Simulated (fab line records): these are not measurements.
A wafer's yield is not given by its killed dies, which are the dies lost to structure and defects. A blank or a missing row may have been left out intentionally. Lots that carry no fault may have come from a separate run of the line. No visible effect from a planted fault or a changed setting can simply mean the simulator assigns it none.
Matching of chambers | flow n5 finfet | N5_BEOL_M8_STRIP_67 on rie diel-06: 4 sister chambers
The step strips in CF4. 8 wafers are shown with their chamber, then 8 later ones without.

## EACH WAFER AND ITS CHAMBER
wafer  | chamber | drypump motor current A (A) | showerhead plenum p Torr (Torr)
L076.3 | 3       | 5.0                         | 1.90
L082.6 | 0       | 5.3                         | 1.83
L084.3 | 1       | 5.9                         | 1.90
L084.4 | 0       | 5.3                         | 1.83
L090.1 | 1       | 5.9                         | 1.90
L090.3 | 2       | 5.3                         | 1.83
L090.6 | 3       | 5.0                         | 1.88
L088.3 | 2       | 5.4                         | 1.82

## WAFERS MISSING THEIR CHAMBER
wafer  | drypump motor current A (A) | showerhead plenum p Torr (Torr)
L088.5 | 4.9                         | 1.89
L088.6 | 5.4                         | 1.82
L092.2 | 5.9                         | 1.90
L092.3 | 5.3                         | 1.82
L092.6 | 5.2                         | 1.82
L094.3 | 5.3                         | 1.82
L094.5 | 5.3                         | 1.82
L094.6 | 5.9                         | 1.90

## WHICH CHAMBER EACH WENT THROUGH
wafer  | from the rows above     | in truth
L088.5 | 3                       | 3
L088.6 | can't be placed: 2 or 0 | 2
L092.2 | 1                       | 1
L092.3 | can't be placed: 0 or 2 | 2
L092.6 | can't be placed: 0 or 2 | 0
L094.3 | can't be placed: 0 or 2 | 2
L094.5 | can't be placed: 0 or 2 | 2
L094.6 | 1                       | 1
Correct placement for 3 of the 8. Unplaceable from these rows: 5, with the true chamber sitting among the candidates in 5. Number placed wrongly: 0.
How it was worked out, from the rows above alone: a wafer's distance from a chamber is the root of the sum, over the readings, of the square of ((its reading less the chamber's mean) divided by the reading's scatter). If the next closest chamber is less than 2 further off than the closest, the wafer can't be placed; otherwise it belongs to the closest. For every chamber, the mean is computed from those of its wafers that are shown. The scatter: take each reading less its chamber's mean, square it, sum over the shown wafers, divide by the number of wafers less the number of chambers, and take the root.
